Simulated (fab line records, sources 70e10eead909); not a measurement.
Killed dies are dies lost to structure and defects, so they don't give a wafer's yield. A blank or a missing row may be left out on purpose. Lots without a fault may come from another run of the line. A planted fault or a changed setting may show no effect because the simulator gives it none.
Which tool did it? | flow nand_harc | 11 lots, 33 wafers sampled, at 5 steps of a route of 1302

WHAT THE GAUGES READ, wafer by wafer
NHARC_END_SORT_01.
lot  | measured     | on        | killed_at_array
L777 | day 30 18:14 | prober-01 | 676 674 675
L776 | day 30 10:26 | prober-01 | 676 673 674
L775 | day 30 11:14 | prober-02 | 672 673 669

WHICH TOOL RAN EACH LOT (tool, then ch and the chambers of the sampled wafers, then the start)
lot  | NHARC_A_CHANNEL_HOLE_D1_ETCH_38    | NHARC_A_CHANNEL_HOLE_D1_ETCH_24  | NHARC_A_CHANNEL_HOLE_D1_ETCH_33  | NHARC_A_DECK1_JOINT_CVD_12
L763 | rie_diel-07 ch 1,2, day 8 18:56    | har_etch-02 ch 0,1, day 8 22:25  | har_etch-02 ch 0,1, day 9 00:04  | lpcvd_poly-01 ch 0, day 11 11:02
L766 | rie_diel-01 ch 0,2,3, day 10 00:17 | har_etch-01 ch 0,1, day 10 05:47 | har_etch-01 ch 0,1, day 10 07:38 | lpcvd_poly-01 ch 0, day 12 18:29
L769 | rie_diel-07 ch 1,2,3, day 11 12:36 | har_etch-02 ch 0,1, day 11 16:07 | har_etch-02 ch 0,1, day 11 17:52 | lpcvd_poly-03 ch 0, day 14 07:44
L770 | rie_diel-04 ch 1,2, day 12 06:49   | har_etch-02 ch 0,1, day 12 10:02 | har_etch-02 ch 0,1, day 12 11:53 | lpcvd_poly-04 ch 0, day 14 22:19
L777 | rie_diel-01 ch 0,1, day 14 08:39   | har_etch-02 ch 0,1, day 14 12:01 | har_etch-02 ch 0,1, day 14 13:52 | lpcvd_poly-04, day 17 04:45
L776 | rie_diel-07 ch 0,1,3, day 14 09:43 | har_etch-01 ch 0,1, day 14 12:56 | har_etch-01 ch 0,1, day 14 14:48 | lpcvd_poly-04, day 17 04:45
L775 | rie_diel-04 ch 1,3, day 14 10:25   | har_etch-02 ch 0, day 14 16:18   | har_etch-02 ch 0, day 14 18:04   | lpcvd_poly-04, day 17 04:45
L780 | rie_diel-01 ch 1,2, day 16 09:44   | har_etch-02 ch 0,1, day 16 14:49 | har_etch-02 ch 0,1, day 16 16:34 | lpcvd_poly-03 ch 0, day 19 02:43
L784 | rie_diel-07 ch 0,2,3, day 17 07:55 | har_etch-02 ch 0,1, day 17 15:40 | har_etch-02 ch 0,1, day 17 17:31 | lpcvd_poly-04 ch 0, day 20 04:31
L783 | rie_diel-07 ch 1,2,3, day 17 09:01 | har_etch-01 ch 0,1, day 17 18:23 | har_etch-01 ch 0,1, day 17 19:56 | lpcvd_poly-04 ch 0, day 20 04:31
L785 | rie_diel-01 ch 0,1,3, day 18 01:53 | har_etch-01 ch 0,1, day 18 06:37 | har_etch-01 ch 0,1, day 18 08:22 | lpcvd_poly-01 ch 0, day 20 19:03
- NHARC_A_CHANNEL_HOLE_D1_ETCH_38: etches the open film in CF4, target depth 39 nm, time 65 s.
- NHARC_A_CHANNEL_HOLE_D1_ETCH_24: etches the open film in C4F8/O2/Ar, time 906.2 s, target depth 1500 nm.
- NHARC_A_CHANNEL_HOLE_D1_ETCH_33: etches the open film in C4F8/O2/Ar, time 90 s, target depth 400 nm.
- NHARC_A_DECK1_JOINT_CVD_12: deposits poly-Si, target thk 90 nm, time 1800 s.

THE ANSWER, worked out from the rows above alone
Rule: what is usual is taken from the lots themselves. Put in order of their means at a reading, lots are off if they are a third of the lots or fewer, leave a main group of 4 or more, and stand apart from it by a gap of 3 or more times the standard deviation of the main group's means; of several such gaps the widest counts. A main group whose means are all the same, to the digits that the tables above print for the reading, isn't used. A lot without any number at a reading at which 4 lots or more have one is off too. The other lots that the step has rows for count as sound.
No lot is off at any reading shown: from this, nothing can be told.

WHAT THE SIMULATOR HAD PUT IN
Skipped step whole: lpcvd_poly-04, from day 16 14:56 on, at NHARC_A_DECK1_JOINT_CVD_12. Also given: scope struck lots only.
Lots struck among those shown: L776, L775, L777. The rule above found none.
